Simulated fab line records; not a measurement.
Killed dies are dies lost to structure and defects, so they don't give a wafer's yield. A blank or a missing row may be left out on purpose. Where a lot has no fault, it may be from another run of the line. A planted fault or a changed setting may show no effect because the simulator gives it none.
fab line records / flow nand_harc
record lots=12 wafers=36 last_day=34
route steps=1302 shown A_SLIT@923 A_WL_FILL@957
lots untouched by any fault: they come from a run of this same line in which no faults occurred
start_h: hours from the record's first day to the start of the lot's first wafer shown / wait_h: time in hours since the lot's previous step / " repeats the value in the row above / L1.1+2: one row covering several wafers at once / - either no value or no given start / * or withheld: withheld / < > ~ a bound
route shown NAME@n: a module of which the file shows steps, and the number in the route of the first / usual: the fault-free wafers' mean and standard deviation / same: alike in all rows / chamber/n: place in a boat / sites: readings site by site / _std_site: their standard deviation / _edge_site: outer sites' mean less inner sites' / radius_mm: for every site, how far away it sits from the centre of the wafer / mask NAME#n: copy n / behind: the tool/chamber that last shaped the wafer / hold: why the lot was held/for how many hours/how that ended / device: the transistor (n, p or np) that didn't switch / end of line: tests run on the same wafers once the route is complete / where a step has no rows: the recipe by itself / killed: at the first sort, the dies lost to defects and structure; wafer yield is something else / map: the dies of a wafer, with x for killed, . for not killed, _ for no die there
set.NAME: setting as actually run; set.NAME@STEP: the setting as run at that earlier step / model.NAME: the simulator's own value behind a step, which no gauge read
route steps across a sampled set of lots; one table per step, one row per wafer
services: when a tool's chamber went out of use (start_h, in hours from the record's first day, below 0 if earlier), for how many hours, and the reason
## steps
# step NHARC_A_SLIT_DEP_00
# recipe target_thk_a=62000 temp_c=400 material=aC
# usual susceptor_temp_C=400.10/0.21 throttle_valve_pct=35.000/0.0092
lot.wafer=L769.1 tool=acl_dep-02 chamber=0 start_h=474.70 wait_h=- susceptor_temp_C=- throttle_valve_pct=35.010
lot.wafer=L769.2 tool=acl_dep-02 chamber=0 start_h=474.70 wait_h=- susceptor_temp_C=- throttle_valve_pct=34.994
lot.wafer=L769.6 tool=acl_dep-02 chamber=0 start_h=477.82 wait_h=- susceptor_temp_C=- throttle_valve_pct=35.013
lot.wafer=L771.2 tool=acl_dep-01 chamber=0 start_h=482.51 wait_h=- susceptor_temp_C=400.07 throttle_valve_pct=35.008
lot.wafer=L771.3 tool=acl_dep-01 chamber=0 start_h=482.51 wait_h=- susceptor_temp_C=400.15 throttle_valve_pct=35.008
lot.wafer=L771.4 tool=acl_dep-01 chamber=0 start_h=482.51 wait_h=- susceptor_temp_C=400.14 throttle_valve_pct=34.977
lot.wafer=L770.1 tool=acl_dep-02 chamber=0 start_h=482.78 wait_h=- susceptor_temp_C=399.92 throttle_valve_pct=34.988
lot.wafer=L770.3 tool=acl_dep-02 chamber=0 start_h=484.05 wait_h=- susceptor_temp_C=399.91 throttle_valve_pct=35.007
lot.wafer=L770.5 tool=acl_dep-02 chamber=0 start_h=485.31 wait_h=- susceptor_temp_C=400.36 throttle_valve_pct=35.022
lot.wafer=L772.2 tool=acl_dep-02 chamber=0 start_h=502.19 wait_h=- susceptor_temp_C=399.94 throttle_valve_pct=34.985
lot.wafer=L772.3 tool=acl_dep-02 chamber=0 start_h=502.19 wait_h=- susceptor_temp_C=399.92 throttle_valve_pct=35.013
lot.wafer=L772.4 tool=acl_dep-02 chamber=0 start_h=502.19 wait_h=- susceptor_temp_C=400.19 throttle_valve_pct=35.001
lot.wafer=L776.2 tool=acl_dep-02 chamber=0 start_h=536.39 wait_h=- susceptor_temp_C=- throttle_valve_pct=34.996
lot.wafer=L776.3 tool=acl_dep-02 chamber=0 start_h=536.39 wait_h=- susceptor_temp_C=- throttle_valve_pct=34.988
lot.wafer=L776.6 tool=acl_dep-02 chamber=0 start_h=538.88 wait_h=- susceptor_temp_C=- throttle_valve_pct=35.005
lot.wafer=L777.2 tool=acl_dep-02 chamber=0 start_h=553.40 wait_h=- susceptor_temp_C=400.14 throttle_valve_pct=35.008
lot.wafer=L777.4 tool=acl_dep-02 chamber=0 start_h=554.66 wait_h=- susceptor_temp_C=399.83 throttle_valve_pct=34.996
lot.wafer=L777.5 tool=acl_dep-02 chamber=0 start_h=554.66 wait_h=- susceptor_temp_C=400.04 throttle_valve_pct=35.016
lot.wafer=L779.2 tool=acl_dep-03 chamber=0 start_h=555.95 wait_h=- susceptor_temp_C=- throttle_valve_pct=35.017
lot.wafer=L779.4 tool=acl_dep-03 chamber=0 start_h=557.18 wait_h=- susceptor_temp_C=- throttle_valve_pct=34.995
lot.wafer=L779.5 tool=acl_dep-03 chamber=0 start_h=557.18 wait_h=- susceptor_temp_C=- throttle_valve_pct=34.995
lot.wafer=L781.1 tool=acl_dep-01 chamber=0 start_h=574.83 wait_h=- susceptor_temp_C=- throttle_valve_pct=34.994
lot.wafer=L781.5 tool=acl_dep-01 chamber=0 start_h=577.31 wait_h=- susceptor_temp_C=- throttle_valve_pct=34.987
lot.wafer=L781.6 tool=acl_dep-01 chamber=0 start_h=577.31 wait_h=- susceptor_temp_C=- throttle_valve_pct=34.996
lot.wafer=L785.2 tool=acl_dep-03 chamber=0 start_h=625.16 wait_h=- susceptor_temp_C=399.89 throttle_valve_pct=35.001
lot.wafer=L785.4 tool=acl_dep-03 chamber=0 start_h=626.41 wait_h=- susceptor_temp_C=399.77 throttle_valve_pct=35.016
lot.wafer=L785.5 tool=acl_dep-03 chamber=0 start_h=626.41 wait_h=- susceptor_temp_C=399.96 throttle_valve_pct=35.000
lot.wafer=L787.1 tool=acl_dep-03 chamber=0 start_h=642.56 wait_h=- susceptor_temp_C=400.23 throttle_valve_pct=35.000
lot.wafer=L787.4 tool=acl_dep-03 chamber=0 start_h=644.47 wait_h=- susceptor_temp_C=400.21 throttle_valve_pct=35.019
lot.wafer=L787.6 tool=acl_dep-03 chamber=0 start_h=645.74 wait_h=- susceptor_temp_C=400.12 throttle_valve_pct=34.997
lot.wafer=L788.1 tool=acl_dep-01 chamber=0 start_h=665.25 wait_h=- susceptor_temp_C=400.13 throttle_valve_pct=35.002
lot.wafer=L788.3 tool=acl_dep-01 chamber=0 start_h=666.50 wait_h=- susceptor_temp_C=400.26 throttle_valve_pct=34.982
lot.wafer=L788.6 tool=acl_dep-01 chamber=0 start_h=668.37 wait_h=- susceptor_temp_C=400.11 throttle_valve_pct=35.007
lot.wafer=L790.2 tool=acl_dep-01 chamber=0 start_h=696.95 wait_h=- susceptor_temp_C=- throttle_valve_pct=35.001
lot.wafer=L790.3 tool=acl_dep-01 chamber=0 start_h=696.95 wait_h=- susceptor_temp_C=- throttle_valve_pct=35.007
lot.wafer=L790.5 tool=acl_dep-01 chamber=0 start_h=698.79 wait_h=- susceptor_temp_C=- throttle_valve_pct=35.015
# step NHARC_A_SLIT_CD_MEAS_09
# recipe target_cd_nm=300 landing_energy_ev=500
# usual cd_nm=300.2/0.47
lot.wafer=L769.1 tool=cd_sem-03 chamber=0 start_h=479.15 wait_h=- cd_nm=299.4
lot.wafer=L769.2 tool=cd_sem-03 chamber=0 start_h=479.15 wait_h=- cd_nm=299.9
lot.wafer=L769.6 tool=cd_sem-03 chamber=0 start_h=479.15 wait_h=- cd_nm=299.5
lot.wafer=L771.2 tool=cd_sem-03 chamber=0 start_h=486.39 wait_h=- cd_nm=299.9
lot.wafer=L771.3 tool=cd_sem-03 chamber=0 start_h=486.39 wait_h=- cd_nm=300.1
lot.wafer=L771.4 tool=cd_sem-03 chamber=0 start_h=486.39 wait_h=- cd_nm=299.2
lot.wafer=L770.1 tool=cd_sem-03 chamber=0 start_h=487.27 wait_h=- cd_nm=300.5
lot.wafer=L770.3 tool=cd_sem-03 chamber=0 start_h=487.27 wait_h=- cd_nm=299.7
lot.wafer=L770.5 tool=cd_sem-03 chamber=0 start_h=487.27 wait_h=- cd_nm=299.6
lot.wafer=L772.2 tool=cd_sem-01 chamber=0 start_h=505.91 wait_h=- cd_nm=299.9
lot.wafer=L772.3 tool=cd_sem-01 chamber=0 start_h=505.91 wait_h=- cd_nm=299.6
lot.wafer=L772.4 tool=cd_sem-01 chamber=0 start_h=505.91 wait_h=- cd_nm=299.7
lot.wafer=L776.2 tool=cd_sem-01 chamber=0 start_h=540.21 wait_h=- cd_nm=299.3
lot.wafer=L776.3 tool=cd_sem-01 chamber=0 start_h=540.21 wait_h=- cd_nm=299.7
lot.wafer=L776.6 tool=cd_sem-01 chamber=0 start_h=540.21 wait_h=- cd_nm=299.8
lot.wafer=L777.2 tool=cd_sem-02 chamber=0 start_h=557.27 wait_h=- cd_nm=300.6
lot.wafer=L777.4 tool=cd_sem-02 chamber=0 start_h=557.27 wait_h=- cd_nm=300.8
lot.wafer=L777.5 tool=cd_sem-02 chamber=0 start_h=557.27 wait_h=- cd_nm=300.1
lot.wafer=L779.2 tool=cd_sem-01 chamber=0 start_h=559.83 wait_h=- cd_nm=299.6
lot.wafer=L779.4 tool=cd_sem-01 chamber=0 start_h=559.83 wait_h=- cd_nm=299.5
lot.wafer=L779.5 tool=cd_sem-01 chamber=0 start_h=559.83 wait_h=- cd_nm=300.5
lot.wafer=L781.1 tool=cd_sem-03 chamber=0 start_h=579.25 wait_h=- cd_nm=299.7
lot.wafer=L781.5 tool=cd_sem-03 chamber=0 start_h=579.25 wait_h=- cd_nm=299.9
lot.wafer=L781.6 tool=cd_sem-03 chamber=0 start_h=579.25 wait_h=- cd_nm=300.4
lot.wafer=L785.2 tool=cd_sem-02 chamber=0 start_h=628.88 wait_h=- cd_nm=300.5
lot.wafer=L785.4 tool=cd_sem-02 chamber=0 start_h=628.88 wait_h=- cd_nm=299.9
lot.wafer=L785.5 tool=cd_sem-02 chamber=0 start_h=628.88 wait_h=- cd_nm=300.4
lot.wafer=L787.1 tool=cd_sem-01 chamber=0 start_h=647.08 wait_h=- cd_nm=299.8
lot.wafer=L787.4 tool=cd_sem-01 chamber=0 start_h=647.08 wait_h=- cd_nm=299.3
lot.wafer=L787.6 tool=cd_sem-01 chamber=0 start_h=647.08 wait_h=- cd_nm=300.1
lot.wafer=L788.1 tool=cd_sem-03 chamber=0 start_h=669.70 wait_h=- cd_nm=299.8
lot.wafer=L788.3 tool=cd_sem-03 chamber=0 start_h=669.70 wait_h=- cd_nm=300.4
lot.wafer=L788.6 tool=cd_sem-03 chamber=0 start_h=669.70 wait_h=- cd_nm=299.7
lot.wafer=L790.2 tool=cd_sem-01 chamber=0 start_h=700.60 wait_h=- cd_nm=300.3
lot.wafer=L790.3 tool=cd_sem-01 chamber=0 start_h=700.60 wait_h=- cd_nm=299.1
lot.wafer=L790.5 tool=cd_sem-01 chamber=0 start_h=700.60 wait_h=- cd_nm=299.4
# step NHARC_A_SLIT_ETCH_24
# recipe target_depth_a=1210 time_s=60.5 cf4_flow_sccm=100 chf3_flow_sccm=30 ar_flow_sccm=0 rf_w=500 bias_w=200 chemistry=CF4/CHF3
# usual drypump_motor_current_A=5.5/0.4 oes_product_au=0.963/0.017 rf_vpp_V=370.5/2.6 showerhead_plenum_p_Torr=1.57/0.077 throttle_valve_pct=16.802/0.0099
lot.wafer=L769.1 tool=rie_diel-03 chamber=0 start_h=479.44 wait_h=0.1 drypump_motor_current_A=5.6 oes_product_au=0.930 rf_hours_counter_h=1 rf_vpp_V=367.8 showerhead_plenum_p_Torr=1.51 throttle_valve_pct=16.798
lot.wafer=L769.2 tool=rie_diel-03 chamber=2 start_h=479.44 wait_h=0.1 drypump_motor_current_A=5.5 oes_product_au=0.960 rf_hours_counter_h=1 rf_vpp_V=372.4 showerhead_plenum_p_Torr=1.57 throttle_valve_pct=16.812
lot.wafer=L769.6 tool=rie_diel-03 chamber=3 start_h=479.44 wait_h=0.1 drypump_motor_current_A=6.1 oes_product_au=0.967 rf_hours_counter_h=- rf_vpp_V=374.3 showerhead_plenum_p_Torr=1.68 throttle_valve_pct=16.801
lot.wafer=L771.2 tool=rie_diel-02 chamber=0 start_h=486.68 wait_h=0.1 drypump_motor_current_A=5.1 oes_product_au=0.966 rf_hours_counter_h=4 rf_vpp_V=366.1 showerhead_plenum_p_Torr=1.48 throttle_valve_pct=16.793
lot.wafer=L771.3 tool=rie_diel-02 chamber=1 start_h=486.68 wait_h=0.1 drypump_motor_current_A=5.5 oes_product_au=0.962 rf_hours_counter_h=4 rf_vpp_V=368.0 showerhead_plenum_p_Torr=1.51 throttle_valve_pct=16.827
lot.wafer=L771.4 tool=rie_diel-02 chamber=0 start_h=486.68 wait_h=0.1 drypump_motor_current_A=5.1 oes_product_au=0.950 rf_hours_counter_h=- rf_vpp_V=366.8 showerhead_plenum_p_Torr=1.48 throttle_valve_pct=16.794
lot.wafer=L770.1 tool=rie_diel-07 chamber=3 start_h=487.55 wait_h=0.1 drypump_motor_current_A=5.7 oes_product_au=0.953 rf_hours_counter_h=1 rf_vpp_V=372.7 showerhead_plenum_p_Torr=1.65 throttle_valve_pct=16.782
lot.wafer=L770.3 tool=rie_diel-07 chamber=0 start_h=487.55 wait_h=0.1 drypump_motor_current_A=4.9 oes_product_au=0.968 rf_hours_counter_h=0 rf_vpp_V=370.8 showerhead_plenum_p_Torr=1.58 throttle_valve_pct=16.813
lot.wafer=L770.5 tool=rie_diel-07 chamber=1 start_h=487.55 wait_h=0.1 drypump_motor_current_A=5.2 oes_product_au=0.977 rf_hours_counter_h=- rf_vpp_V=374.8 showerhead_plenum_p_Torr=1.68 throttle_valve_pct=16.812
lot.wafer=L772.2 tool=rie_diel-02 chamber=1 start_h=506.20 wait_h=0.1 drypump_motor_current_A=5.5 oes_product_au=0.951 rf_hours_counter_h=5 rf_vpp_V=369.0 showerhead_plenum_p_Torr=1.51 throttle_valve_pct=16.809
lot.wafer=L772.3 tool=rie_diel-02 chamber=0 start_h=506.20 wait_h=0.1 drypump_motor_current_A=5.1 oes_product_au=0.941 rf_hours_counter_h=6 rf_vpp_V=366.8 showerhead_plenum_p_Torr=1.48 throttle_valve_pct=16.796
lot.wafer=L772.4 tool=rie_diel-02 chamber=1 start_h=506.20 wait_h=0.1 drypump_motor_current_A=5.5 oes_product_au=0.952 rf_hours_counter_h=- rf_vpp_V=368.3 showerhead_plenum_p_Torr=1.51 throttle_valve_pct=16.797
lot.wafer=L776.3 tool=rie_diel-02 chamber=0 start_h=540.51 wait_h=0.1 drypump_motor_current_A=5.1 oes_product_au=0.969 rf_hours_counter_h=9 rf_vpp_V=366.9 showerhead_plenum_p_Torr=1.48 throttle_valve_pct=16.826
lot.wafer=L776.2 tool=rie_diel-02 chamber=3 start_h=540.51 wait_h=0.1 drypump_motor_current_A=5.9 oes_product_au=0.976 rf_hours_counter_h=10 rf_vpp_V=369.6 showerhead_plenum_p_Torr=1.48 throttle_valve_pct=16.783
lot.wafer=L776.6 tool=rie_diel-02 chamber=3 start_h=540.51 wait_h=0.1 drypump_motor_current_A=5.8 oes_product_au=0.970 rf_hours_counter_h=- rf_vpp_V=367.4 showerhead_plenum_p_Torr=1.48 throttle_valve_pct=16.806
lot.wafer=L777.2 tool=rie_diel-03 chamber=0 start_h=557.54 wait_h=0.1 drypump_motor_current_A=5.6 oes_product_au=0.961 rf_hours_counter_h=5 rf_vpp_V=367.1 showerhead_plenum_p_Torr=1.51 throttle_valve_pct=16.816
lot.wafer=L777.4 tool=rie_diel-03 chamber=1 start_h=557.54 wait_h=0.1 drypump_motor_current_A=5.8 oes_product_au=0.981 rf_hours_counter_h=5 rf_vpp_V=373.7 showerhead_plenum_p_Torr=1.67 throttle_valve_pct=16.800
lot.wafer=L777.5 tool=rie_diel-03 chamber=0 start_h=557.54 wait_h=0.1 drypump_motor_current_A=5.6 oes_product_au=0.948 rf_hours_counter_h=- rf_vpp_V=367.5 showerhead_plenum_p_Torr=1.51 throttle_valve_pct=16.815
lot.wafer=L779.4 tool=rie_diel-03 chamber=2 start_h=560.11 wait_h=0.1 drypump_motor_current_A=5.5 oes_product_au=0.987 rf_hours_counter_h=6 rf_vpp_V=371.3 showerhead_plenum_p_Torr=1.57 throttle_valve_pct=16.804
lot.wafer=L779.2 tool=rie_diel-03 chamber=3 start_h=560.11 wait_h=0.1 drypump_motor_current_A=6.2 oes_product_au=0.968 rf_hours_counter_h=5 rf_vpp_V=374.3 showerhead_plenum_p_Torr=1.68 throttle_valve_pct=16.803
lot.wafer=L779.5 tool=rie_diel-03 chamber=0 start_h=560.11 wait_h=0.1 drypump_motor_current_A=5.7 oes_product_au=0.944 rf_hours_counter_h=- rf_vpp_V=368.5 showerhead_plenum_p_Torr=1.51 throttle_valve_pct=16.805
lot.wafer=L781.1 tool=rie_diel-07 chamber=0 start_h=579.54 wait_h=0.1 drypump_motor_current_A=4.9 oes_product_au=0.932 rf_hours_counter_h=3 rf_vpp_V=370.6 showerhead_plenum_p_Torr=1.58 throttle_valve_pct=16.792
lot.wafer=L781.5 tool=rie_diel-07 chamber=0 start_h=579.54 wait_h=0.1 drypump_motor_current_A=4.9 oes_product_au=0.930 rf_hours_counter_h=- rf_vpp_V=371.5 showerhead_plenum_p_Torr=1.58 throttle_valve_pct=16.804
lot.wafer=L781.6 tool=rie_diel-07 chamber=3 start_h=579.54 wait_h=0.1 drypump_motor_current_A=5.6 oes_product_au=0.945 rf_hours_counter_h=- rf_vpp_V=371.9 showerhead_plenum_p_Torr=1.65 throttle_valve_pct=16.802
lot.wafer=L785.2 tool=rie_diel-02 chamber=2 start_h=629.16 wait_h=0.1 drypump_motor_current_A=6.1 oes_product_au=0.926 rf_hours_counter_h=3 rf_vpp_V=373.2 showerhead_plenum_p_Torr=1.61 throttle_valve_pct=16.819
lot.wafer=L785.4 tool=rie_diel-02 chamber=0 start_h=629.16 wait_h=0.1 drypump_motor_current_A=5.1 oes_product_au=0.929 rf_hours_counter_h=- rf_vpp_V=368.3 showerhead_plenum_p_Torr=1.47 throttle_valve_pct=16.787
lot.wafer=L785.5 tool=rie_diel-02 chamber=1 start_h=629.16 wait_h=0.1 drypump_motor_current_A=5.5 oes_product_au=0.920 rf_hours_counter_h=- rf_vpp_V=368.9 showerhead_plenum_p_Torr=1.51 throttle_valve_pct=16.795
lot.wafer=L787.1 tool=rie_diel-03 chamber=2 start_h=647.35 wait_h=0.1 drypump_motor_current_A=5.5 oes_product_au=0.990 rf_hours_counter_h=0 rf_vpp_V=370.7 showerhead_plenum_p_Torr=1.57 throttle_valve_pct=16.801
lot.wafer=L787.4 tool=rie_diel-03 chamber=1 start_h=647.35 wait_h=0.1 drypump_motor_current_A=5.8 oes_product_au=0.974 rf_hours_counter_h=0 rf_vpp_V=372.9 showerhead_plenum_p_Torr=1.67 throttle_valve_pct=16.794
lot.wafer=L787.6 tool=rie_diel-03 chamber=3 start_h=647.35 wait_h=0.1 drypump_motor_current_A=6.1 oes_product_au=1.004 rf_hours_counter_h=- rf_vpp_V=374.4 showerhead_plenum_p_Torr=1.68 throttle_valve_pct=16.795
lot.wafer=L788.3 tool=rie_diel-07 chamber=0 start_h=669.97 wait_h=0.1 drypump_motor_current_A=4.9 oes_product_au=0.974 rf_hours_counter_h=0 rf_vpp_V=370.8 showerhead_plenum_p_Torr=1.58 throttle_valve_pct=16.803
lot.wafer=L788.1 tool=rie_diel-07 chamber=1 start_h=669.97 wait_h=0.1 drypump_motor_current_A=5.2 oes_product_au=0.976 rf_hours_counter_h=0 rf_vpp_V=373.9 showerhead_plenum_p_Torr=1.68 throttle_valve_pct=16.791
lot.wafer=L788.6 tool=rie_diel-07 chamber=1 start_h=669.97 wait_h=0.1 drypump_motor_current_A=5.2 oes_product_au=0.968 rf_hours_counter_h=- rf_vpp_V=373.3 showerhead_plenum_p_Torr=1.68 throttle_valve_pct=16.811
lot.wafer=L790.2 tool=rie_diel-02 chamber=0 start_h=700.93 wait_h=0.1 drypump_motor_current_A=5.1 oes_product_au=0.968 rf_hours_counter_h=9 rf_vpp_V=367.4 showerhead_plenum_p_Torr=1.47 throttle_valve_pct=16.793
lot.wafer=L790.3 tool=rie_diel-02 chamber=1 start_h=700.93 wait_h=0.1 drypump_motor_current_A=5.5 oes_product_au=0.942 rf_hours_counter_h=- rf_vpp_V=367.1 showerhead_plenum_p_Torr=1.50 throttle_valve_pct=16.787
lot.wafer=L790.5 tool=rie_diel-02 chamber=1 start_h=700.93 wait_h=0.1 drypump_motor_current_A=5.5 oes_product_au=0.948 rf_hours_counter_h=- rf_vpp_V=368.7 showerhead_plenum_p_Torr=1.50 throttle_valve_pct=16.809
# step NHARC_A_WL_FILL_ETCHBACK_04
# recipe target_depth_a=600 time_s=120 chemistry=NF3
# usual drypump_motor_current_A=5.7/0.45 oes_product_au=0.997/0.0097 run_length_s=141.4/0.52
lot.wafer=L769.2 tool=rie_metal-02 chamber=0 start_h=494.83 wait_h=0.3 drypump_motor_current_A=4.9 oes_product_au=0.989 rf_hours_counter_h=0.7 run_length_s=140.7
lot.wafer=L769.1 tool=rie_metal-02 chamber=1 start_h=494.83 wait_h=0.3 drypump_motor_current_A=6.2 oes_product_au=1.013 rf_hours_counter_h=0.2 run_length_s=141.4
lot.wafer=L769.6 tool=rie_metal-02 chamber=0 start_h=494.83 wait_h=0.3 drypump_motor_current_A=4.9 oes_product_au=0.985 rf_hours_counter_h=- run_length_s=140.5
lot.wafer=L771.2 tool=rie_metal-01 chamber=0 start_h=501.27 wait_h=0.3 drypump_motor_current_A=5.4 oes_product_au=1.001 rf_hours_counter_h=1.4 run_length_s=140.7
lot.wafer=L771.3 tool=rie_metal-01 chamber=0 start_h=501.27 wait_h=0.3 drypump_motor_current_A=5.4 oes_product_au=0.993 rf_hours_counter_h=- run_length_s=141.1
lot.wafer=L771.4 tool=rie_metal-01 chamber=1 start_h=501.27 wait_h=0.3 drypump_motor_current_A=6.4 oes_product_au=0.990 rf_hours_counter_h=- run_length_s=141.4
lot.wafer=L770.1 tool=rie_metal-03 chamber=0 start_h=501.32 wait_h=0.4 drypump_motor_current_A=5.7 oes_product_au=0.993 rf_hours_counter_h=2.6 run_length_s=141.8
lot.wafer=L770.3 tool=rie_metal-03 chamber=0 start_h=501.32 wait_h=0.4 drypump_motor_current_A=5.8 oes_product_au=1.010 rf_hours_counter_h=- run_length_s=142.2
lot.wafer=L770.5 tool=rie_metal-03 chamber=0 start_h=501.32 wait_h=0.4 drypump_motor_current_A=5.7 oes_product_au=0.996 rf_hours_counter_h=- run_length_s=142.6
lot.wafer=L772.2 tool=rie_metal-01 chamber=1 start_h=525.40 wait_h=0.3 drypump_motor_current_A=6.4 oes_product_au=1.002 rf_hours_counter_h=1.9 run_length_s=141.8
lot.wafer=L772.4 tool=rie_metal-01 chamber=1 start_h=525.40 wait_h=0.3 drypump_motor_current_A=6.3 oes_product_au=1.000 rf_hours_counter_h=- run_length_s=142.0
lot.wafer=L772.3 tool=rie_metal-01 chamber=0 start_h=525.40 wait_h=0.3 drypump_motor_current_A=5.4 oes_product_au=1.004 rf_hours_counter_h=- run_length_s=141.2
lot.wafer=L776.2 tool=rie_metal-03 chamber=0 start_h=555.46 wait_h=0.3 drypump_motor_current_A=5.8 oes_product_au=1.007 rf_hours_counter_h=0.5 run_length_s=142.6
lot.wafer=L776.3 tool=rie_metal-03 chamber=1 start_h=555.46 wait_h=0.3 drypump_motor_current_A=5.7 oes_product_au=0.993 rf_hours_counter_h=- run_length_s=115.7
lot.wafer=L776.6 tool=rie_metal-03 chamber=0 start_h=555.46 wait_h=0.3 drypump_motor_current_A=5.8 oes_product_au=1.014 rf_hours_counter_h=- run_length_s=141.7
lot.wafer=L777.2 tool=rie_metal-02 chamber=1 start_h=571.87 wait_h=0.3 drypump_motor_current_A=6.2 oes_product_au=1.005 rf_hours_counter_h=1.7 run_length_s=140.9
lot.wafer=L777.4 tool=rie_metal-02 chamber=1 start_h=571.87 wait_h=0.3 drypump_motor_current_A=6.1 oes_product_au=1.005 rf_hours_counter_h=- run_length_s=140.9
lot.wafer=L777.5 tool=rie_metal-02 chamber=1 start_h=571.87 wait_h=0.3 drypump_motor_current_A=6.2 oes_product_au=0.999 rf_hours_counter_h=- run_length_s=141.5
lot.wafer=L779.2 tool=rie_metal-03 chamber=1 start_h=574.78 wait_h=0.4 drypump_motor_current_A=5.7 oes_product_au=1.002 rf_hours_counter_h=0.8 run_length_s=115.9
lot.wafer=L779.4 tool=rie_metal-03 chamber=1 start_h=574.78 wait_h=0.4 drypump_motor_current_A=5.7 oes_product_au=0.999 rf_hours_counter_h=- run_length_s=115.9
lot.wafer=L779.5 tool=rie_metal-03 chamber=0 start_h=574.78 wait_h=0.4 drypump_motor_current_A=5.7 oes_product_au=1.003 rf_hours_counter_h=- run_length_s=141.8
lot.wafer=L781.1 tool=rie_metal-01 chamber=0 start_h=594.14 wait_h=0.3 drypump_motor_current_A=5.4 oes_product_au=0.980 rf_hours_counter_h=0.2 run_length_s=140.8
lot.wafer=L781.5 tool=rie_metal-01 chamber=0 start_h=594.14 wait_h=0.3 drypump_motor_current_A=5.4 oes_product_au=0.984 rf_hours_counter_h=- run_length_s=140.6
lot.wafer=L781.6 tool=rie_metal-01 chamber=1 start_h=594.14 wait_h=0.3 drypump_motor_current_A=6.4 oes_product_au=0.988 rf_hours_counter_h=- run_length_s=141.5
lot.wafer=L785.2 tool=rie_metal-03 chamber=0 start_h=643.88 wait_h=0.3 drypump_motor_current_A=5.7 oes_product_au=0.991 rf_hours_counter_h=1.9 run_length_s=142.6
lot.wafer=L785.4 tool=rie_metal-03 chamber=1 start_h=643.88 wait_h=0.3 drypump_motor_current_A=5.7 oes_product_au=0.999 rf_hours_counter_h=- run_length_s=141.4
lot.wafer=L785.5 tool=rie_metal-03 chamber=0 start_h=643.88 wait_h=0.3 drypump_motor_current_A=5.8 oes_product_au=1.000 rf_hours_counter_h=- run_length_s=142.0
lot.wafer=L787.1 tool=rie_metal-03 chamber=1 start_h=665.77 wait_h=0.3 drypump_motor_current_A=5.7 oes_product_au=1.007 rf_hours_counter_h=2.4 run_length_s=141.2
lot.wafer=L787.4 tool=rie_metal-03 chamber=1 start_h=665.77 wait_h=0.3 drypump_motor_current_A=5.7 oes_product_au=1.002 rf_hours_counter_h=- run_length_s=141.5
lot.wafer=L787.6 tool=rie_metal-03 chamber=1 start_h=665.77 wait_h=0.3 drypump_motor_current_A=5.7 oes_product_au=1.005 rf_hours_counter_h=- run_length_s=141.5
lot.wafer=L788.1 tool=rie_metal-03 chamber=0 start_h=684.69 wait_h=0.3 drypump_motor_current_A=5.8 oes_product_au=1.006 rf_hours_counter_h=2.7 run_length_s=142.0
lot.wafer=L788.3 tool=rie_metal-03 chamber=1 start_h=684.69 wait_h=0.3 drypump_motor_current_A=5.6 oes_product_au=1.014 rf_hours_counter_h=- run_length_s=141.1
lot.wafer=L788.6 tool=rie_metal-03 chamber=0 start_h=684.69 wait_h=0.3 drypump_motor_current_A=5.8 oes_product_au=1.009 rf_hours_counter_h=- run_length_s=142.1
lot.wafer=L790.2 tool=rie_metal-03 chamber=0 start_h=718.90 wait_h=0.3 drypump_motor_current_A=5.8 oes_product_au=0.998 rf_hours_counter_h=0.1 run_length_s=142.2
lot.wafer=L790.3 tool=rie_metal-03 chamber=1 start_h=718.90 wait_h=0.3 drypump_motor_current_A=5.7 oes_product_au=1.000 rf_hours_counter_h=- run_length_s=141.1
lot.wafer=L790.5 tool=rie_metal-03 chamber=1 start_h=718.90 wait_h=0.3 drypump_motor_current_A=5.7 oes_product_au=0.995 rf_hours_counter_h=- run_length_s=141.3
## services
tool=rie_diel-02 chamber=2 start_h=457.52 hours=94.6 kind=repair
tool=rie_diel-03 chamber=- start_h=458.30 hours=9.0 kind=pm
tool=rie_diel-07 chamber=- start_h=471.20 hours=9.0 kind=pm
tool=rie_diel-03 chamber=1 start_h=471.62 hours=3.7 kind=repair
tool=rie_metal-03 chamber=1 start_h=477.62 hours=8.9 kind=repair
tool=acl_dep-03 chamber=- start_h=481.80 hours=13.0 kind=pm
tool=rie_diel-07 chamber=0 start_h=499.75 hours=8.5 kind=repair
tool=rie_metal-01 chamber=- start_h=517.32 hours=0.3 kind=repair
tool=rie_metal-03 chamber=- start_h=519.00 hours=9.0 kind=pm
tool=rie_diel-07 chamber=- start_h=545.97 hours=0.3 kind=repair
tool=acl_dep-01 chamber=- start_h=550.24 hours=13.0 kind=pm
tool=rie_diel-02 chamber=- start_h=570.70 hours=9.0 kind=pm
tool=rie_diel-02 chamber=3 start_h=582.97 hours=1.3 kind=repair
tool=rie_diel-03 chamber=2 start_h=584.97 hours=7.5 kind=repair
tool=rie_diel-02 chamber=3 start_h=589.69 hours=132.0 kind=repair
tool=rie_diel-02 chamber=1 start_h=607.53 hours=4.4 kind=repair
tool=acl_dep-02 chamber=- start_h=613.35 hours=13.0 kind=pm
tool=rie_metal-03 chamber=1 start_h=630.89 hours=4.9 kind=repair
tool=rie_diel-03 chamber=- start_h=635.30 hours=9.0 kind=pm
tool=rie_diel-02 chamber=2 start_h=659.97 hours=72.0 kind=repair
tool=rie_diel-03 chamber=1 start_h=664.96 hours=4.9 kind=repair
tool=rie_diel-03 chamber=3 start_h=688.27 hours=2.8 kind=repair
tool=rie_metal-03 chamber=- start_h=696.00 hours=9.0 kind=pm
tool=rie_diel-03 chamber=3 start_h=704.20 hours=15.2 kind=repair
## key
first_sign step=NHARC_A_WL_FILL_ETCHBACK_04 reading=run_length_s direction=down sigmas=49 usual=* struck=*
effect none on later readings
met_at NHARC_A_WL_FILL_ETCHBACK_04
struck_lots L776,L779
struck_wafers L776.3,L779.2,L779.4
tester_left_out L776,L779
not_acting_at NHARC_A_SLIT_DEP_00,NHARC_A_SLIT_CD_MEAS_09,NHARC_A_SLIT_ETCH_24
fault kind=process_parameter_drift tool=rie_metal-03 chamber=1 onset_h=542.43 steps=NHARC_A_WL_FILL_ETCHBACK_04 channel=time_s offset=* shape=step end_h=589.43 acts_in=* stated=*
# tester_left_out: of these lots the tester's yield and bins aren't shown, on N5 and GAA mostly nor the transistor test; their killed dies are dies lost to structure and defects alone, not to doping, threshold or leakage, so they don't give the yield
